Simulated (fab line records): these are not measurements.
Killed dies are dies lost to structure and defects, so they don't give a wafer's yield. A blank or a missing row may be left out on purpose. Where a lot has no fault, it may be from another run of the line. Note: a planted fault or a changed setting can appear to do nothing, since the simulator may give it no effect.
Which tool did it? / flow n5Finfet / 11 lots with 33 wafers sampled at 5 steps, on a route of 1938 steps

WHAT THE GAUGES READ, wafer by wafer
N5_BEOL_M11_THK_MEAS_01.
lot=L101; measured=day 10 10:42; on=filmMetro-01; M11_ILD_THK (nm)=265 270 270
lot=L104; measured=day 11 03:53; on=filmMetro-01; M11_ILD_THK (nm)=264 272 269
lot=L106; measured=day 11 13:42; on=filmMetro-02; M11_ILD_THK (nm)=262 270 265
lot=L105; measured=day 11 14:22; on=filmMetro-02; M11_ILD_THK (nm)=263 267 270
lot=L109; measured=day 12 13:56; on=filmMetro-02; M11_ILD_THK (nm)=266 269 269
lot=L111; measured=day 13 03:39; on=filmMetro-02; M11_ILD_THK (nm)=265 228 272
lot=L112; measured=day 13 06:43; on=filmMetro-01; M11_ILD_THK (nm)=269 268 231
lot=L115; measured=day 13 18:58; on=filmMetro-02; M11_ILD_THK (nm)=264 271 276
lot=L116; measured=day 14 04:32; on=filmMetro-01; M11_ILD_THK (nm)=263 268 272
lot=L119; measured=day 15 01:39; on=filmMetro-02; M11_ILD_THK (nm)=262 270 272
lot=L120; measured=day 15 09:46; on=filmMetro-02; M11_ILD_THK (nm)=267 270 273

WHAT TOOL EACH LOT RAN ON (gives the tool, then ch and the chambers of the sampled wafers, and finally the start)
lot=L101; N5_BEOL_M10_ANNEAL_51=rtpAnneal-01 ch 0, day 10 08:40; N5_BEOL_M10_CMP_52=cmp-01 ch 0,1,3, day 10 09:02; N5_BEOL_M11_ILD_DEP_00=pecvd-03 ch 0,2, day 10 09:32; N5_BEOL_M11_CURE_71=uvCure-03 ch 0, day 10 10:20
lot=L104; N5_BEOL_M10_ANNEAL_51=rtpAnneal-02 ch 0, day 11 02:33; N5_BEOL_M10_CMP_52=cmp-03 ch 0,1,2, day 11 02:49; N5_BEOL_M11_ILD_DEP_00=pecvd-01 ch 0,1, day 11 03:18; N5_BEOL_M11_CURE_71=uvCure-01 ch 2, day 11 03:28
lot=L106; N5_BEOL_M10_ANNEAL_51=rtpAnneal-02 ch 0, day 11 12:10; N5_BEOL_M10_CMP_52=cmp-02 ch 0,3, day 11 12:28; N5_BEOL_M11_ILD_DEP_00=pecvd-03 ch 0, day 11 13:00; N5_BEOL_M11_CURE_71=uvCure-01 ch 1, day 11 13:11
lot=L105; N5_BEOL_M10_ANNEAL_51=rtpAnneal-02 ch 0, day 11 13:01; N5_BEOL_M10_CMP_52=cmp-01 ch 0,2,3, day 11 13:19; N5_BEOL_M11_ILD_DEP_00=pecvd-02 ch 1,2, day 11 13:47; N5_BEOL_M11_CURE_71=uvCure-02 ch 1, day 11 13:56
lot=L109; N5_BEOL_M10_ANNEAL_51=rtpAnneal-01 ch 0, day 12 12:32; N5_BEOL_M10_CMP_52=cmp-02 ch 1,3, day 12 12:50; N5_BEOL_M11_ILD_DEP_00=pecvd-03 ch 2, day 12 13:19; N5_BEOL_M11_CURE_71=uvCure-01 ch 0, day 12 13:26
lot=L111; N5_BEOL_M10_ANNEAL_51=rtpAnneal-01 ch 0, day 13 02:19; N5_BEOL_M10_CMP_52=cmp-03 ch 1,2,3, day 13 02:34; N5_BEOL_M11_ILD_DEP_00=pecvd-02 ch 0,1,2, day 13 03:03; N5_BEOL_M11_CURE_71=uvCure-03 ch 2, day 13 03:13
lot=L112; N5_BEOL_M10_ANNEAL_51=rtpAnneal-02 ch 0, day 13 05:20; N5_BEOL_M10_CMP_52=cmp-03 ch 0,2, day 13 05:41; N5_BEOL_M11_ILD_DEP_00=pecvd-02 ch 0,1,2, day 13 06:08; N5_BEOL_M11_CURE_71=uvCure-03 ch 2, day 13 06:13
lot=L115; N5_BEOL_M10_ANNEAL_51=rtpAnneal-02 ch 0, day 13 17:41; N5_BEOL_M10_CMP_52=cmp-03 ch 0,1,3, day 13 17:53; N5_BEOL_M11_ILD_DEP_00=pecvd-01 ch 0,1, day 13 18:23; N5_BEOL_M11_CURE_71=uvCure-01 ch 1, day 13 18:37
lot=L116; N5_BEOL_M10_ANNEAL_51=rtpAnneal-01 ch 0, day 14 03:14; N5_BEOL_M10_CMP_52=cmp-01 ch 2,3, day 14 03:29; N5_BEOL_M11_ILD_DEP_00=pecvd-03 ch 1,2, day 14 03:56; N5_BEOL_M11_CURE_71=uvCure-01 ch 0, day 14 04:10
lot=L119; N5_BEOL_M10_ANNEAL_51=rtpAnneal-01 ch 0, day 15 00:14; N5_BEOL_M10_CMP_52=cmp-03 ch 2,3, day 15 00:35; N5_BEOL_M11_ILD_DEP_00=pecvd-01 ch 1,2, day 15 01:03; N5_BEOL_M11_CURE_71=uvCure-03 ch 0, day 15 01:08
lot=L120; N5_BEOL_M10_ANNEAL_51=rtpAnneal-01 ch 0, day 15 08:22; N5_BEOL_M10_CMP_52=cmp-02 ch 0,1,2, day 15 08:43; N5_BEOL_M11_ILD_DEP_00=pecvd-01 ch 0,1,2, day 15 09:10; N5_BEOL_M11_CURE_71=uvCure-02 ch 2, day 15 09:15
- N5_BEOL_M10_ANNEAL_51: time 90 s.
- N5_BEOL_M10_CMP_52: polishes, stops on SiCOH lowk, t overpolish 7 s, target thk 140 nm.
- N5_BEOL_M11_ILD_DEP_00: deposits SiCOH lowk from DEMS/porogen, target thk 308.51 nm, time 58 s.
- N5_BEOL_M11_CURE_71: cures SiCOH lowk, time 240 s.

AS READ BY THE TOOLS THEMSELVES (means over the sampled wafers that have a number; for cases with no such wafer, the mark the record gives instead)
N5_BEOL_M10_ANNEAL_51.
lot=L101 tool=rtpAnneal-01 wafer_temp_C_max=226.17
lot=L104 tool=rtpAnneal-02 wafer_temp_C_max=226.16
lot=L106 tool=rtpAnneal-02 wafer_temp_C_max=226.21
lot=L105 tool=rtpAnneal-02 wafer_temp_C_max=226.18
lot=L109 tool=rtpAnneal-01 wafer_temp_C_max=226.37
lot=L111 tool=rtpAnneal-01 wafer_temp_C_max=226.24
lot=L112 tool=rtpAnneal-02 wafer_temp_C_max=226.21
lot=L115 tool=rtpAnneal-02 wafer_temp_C_max=226.09
lot=L116 tool=rtpAnneal-01 wafer_temp_C_max=226.24
lot=L119 tool=rtpAnneal-01 wafer_temp_C_max=226.00
lot=L120 tool=rtpAnneal-01 wafer_temp_C_max=226.29

N5_BEOL_M10_CMP_52.
lot=L101; tool=cmp-01; barrierFieldEndpointS (s)=28.9; motorCurrentA (A)=6.0; overpolishRunS (s)=7.003; timeToEndpointS (s)=65.3
lot=L104; tool=cmp-03; barrierFieldEndpointS (s)=27.8; motorCurrentA (A)=6.5; overpolishRunS (s)=7.003; timeToEndpointS (s)=61.4
lot=L106; tool=cmp-02; barrierFieldEndpointS (s)=29.1; motorCurrentA (A)=6.8; overpolishRunS (s)=7.008; timeToEndpointS (s)=67.1
lot=L105; tool=cmp-01; barrierFieldEndpointS (s)=29.0; motorCurrentA (A)=6.1; overpolishRunS (s)=7.003; timeToEndpointS (s)=64.7
lot=L109; tool=cmp-02; barrierFieldEndpointS (s)=29.0; motorCurrentA (A)=5.6; overpolishRunS (s)=7.002; timeToEndpointS (s)=68.1
lot=L111; tool=cmp-03; barrierFieldEndpointS (s)=28.4; motorCurrentA (A)=6.6; overpolishRunS (s)=7.010; timeToEndpointS (s)=65.0
lot=L112; tool=cmp-03; barrierFieldEndpointS (s)=28.8; motorCurrentA (A)=5.8; overpolishRunS (s)=6.995; timeToEndpointS (s)=67.2
lot=L115; tool=cmp-03; barrierFieldEndpointS (s)=29.0; motorCurrentA (A)=6.7; overpolishRunS (s)=7.002; timeToEndpointS (s)=67.0
lot=L116; tool=cmp-01; barrierFieldEndpointS (s)=28.2; motorCurrentA (A)=6.0; overpolishRunS (s)=6.997; timeToEndpointS (s)=62.2
lot=L119; tool=cmp-03; barrierFieldEndpointS (s)=29.1; motorCurrentA (A)=6.2; overpolishRunS (s)=7.004; timeToEndpointS (s)=67.2
lot=L120; tool=cmp-02; barrierFieldEndpointS (s)=30.2; motorCurrentA (A)=5.9; overpolishRunS (s)=6.999; timeToEndpointS (s)=66.9

N5_BEOL_M11_ILD_DEP_00.
lot=L101; tool=pecvd-03; heaterPowerW (W)=318; showerheadPlenumPTorr (Torr)=5.746; throttleValvePct (%)=13.7
lot=L104; tool=pecvd-01; heaterPowerW (W)=295; showerheadPlenumPTorr (Torr)=5.743; throttleValvePct (%)=13.7
lot=L106; tool=pecvd-03; heaterPowerW (W)=262; showerheadPlenumPTorr (Torr)=5.738; throttleValvePct (%)=14.1
lot=L105; tool=pecvd-02; heaterPowerW (W)=201; showerheadPlenumPTorr (Torr)=5.756; throttleValvePct (%)=13.9
lot=L109; tool=pecvd-03; heaterPowerW (W)=449; showerheadPlenumPTorr (Torr)=5.735; throttleValvePct (%)=12.8
lot=L111; tool=pecvd-02; heaterPowerW (W)=240; showerheadPlenumPTorr (Torr)=5.745; throttleValvePct (%)=14.2
lot=L112; tool=pecvd-02; heaterPowerW (W)=228; showerheadPlenumPTorr (Torr)=5.753; throttleValvePct (%)=14.2
lot=L115; tool=pecvd-01; heaterPowerW (W)=302; showerheadPlenumPTorr (Torr)=5.753; throttleValvePct (%)=13.6
lot=L116; tool=pecvd-03; heaterPowerW (W)=365; showerheadPlenumPTorr (Torr)=5.742; throttleValvePct (%)=14.5
lot=L119; tool=pecvd-01; heaterPowerW (W)=302; showerheadPlenumPTorr (Torr)=5.746; throttleValvePct (%)=13.5
lot=L120; tool=pecvd-01; heaterPowerW (W)=296; showerheadPlenumPTorr (Torr)=5.753; throttleValvePct (%)=13.2

N5_BEOL_M11_CURE_71.
lot=L101; tool=uvCure-03; lampPowerPct (%)=52.30; wafer_temp_C_max=387.1
lot=L104; tool=uvCure-01; lampPowerPct (%)=52.37; wafer_temp_C_max=386.7
lot=L106; tool=uvCure-01; lampPowerPct (%)=52.34; wafer_temp_C_max=386.3
lot=L105; tool=uvCure-02; lampPowerPct (%)=52.29; wafer_temp_C_max=386.8
lot=L109; tool=uvCure-01; lampPowerPct (%)=52.34; wafer_temp_C_max=387.8
lot=L111; tool=uvCure-03; lampPowerPct (%)=52.29; wafer_temp_C_max=385.4
lot=L112; tool=uvCure-03; lampPowerPct (%)=52.31; wafer_temp_C_max=386.0
lot=L115; tool=uvCure-01; lampPowerPct (%)=52.37; wafer_temp_C_max=386.5
lot=L116; tool=uvCure-01; lampPowerPct (%)=52.31; wafer_temp_C_max=387.1
lot=L119; tool=uvCure-03; lampPowerPct (%)=52.28; wafer_temp_C_max=387.5
lot=L120; tool=uvCure-02; lampPowerPct (%)=52.37; wafer_temp_C_max=387.8

THE ANSWER, worked out from the rows above alone
Rule: usual is defined by the lots themselves. The widest of any qualifying gaps counts: lots, ordered by their means at a reading, are off when they make up no more than a third of the lots, leave a main group of 4 or more, and stand apart from it by 3 or more times the standard deviation of that group's means. A main group whose means are all the same, to the digits that the tables above print for the reading, isn't used. A lot without any number at a reading at which 4 lots or more have one is off too. Any other lot the step has rows for is counted as sound. First the gauges in route order, then the tools' own readings, where a lot's mean is used as printed above. The first step at which some lot is off is used, and at that step the reading that is off furthest; a lot without a number counts as furthest.
Off: at N5_BEOL_M11_THK_MEAS_01 (M11_ILD_THK), L111, L112. For the main group the mean is 268 nm and the standard deviation 1.4.
If a tool, at a process step before that reading, ran all the lots that are off and no sound lot after the first of them, it fits. The gauges at N5_BEOL_M11_THK_MEAS_01 are tried like those tools. One fits: N5_BEOL_M11_ILD_DEP_00 on pecvd-02. A fault onset in the window from L105 (day 11 13:47, its last sound lot) to L111 (day 13 03:03, its first lot off) fits.

WHAT WAS PUT IN BY THE SIMULATOR
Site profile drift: pecvd-02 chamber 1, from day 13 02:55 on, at N5_BEOL_M11_ILD_DEP_00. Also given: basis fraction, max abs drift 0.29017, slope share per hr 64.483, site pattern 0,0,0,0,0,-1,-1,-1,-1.
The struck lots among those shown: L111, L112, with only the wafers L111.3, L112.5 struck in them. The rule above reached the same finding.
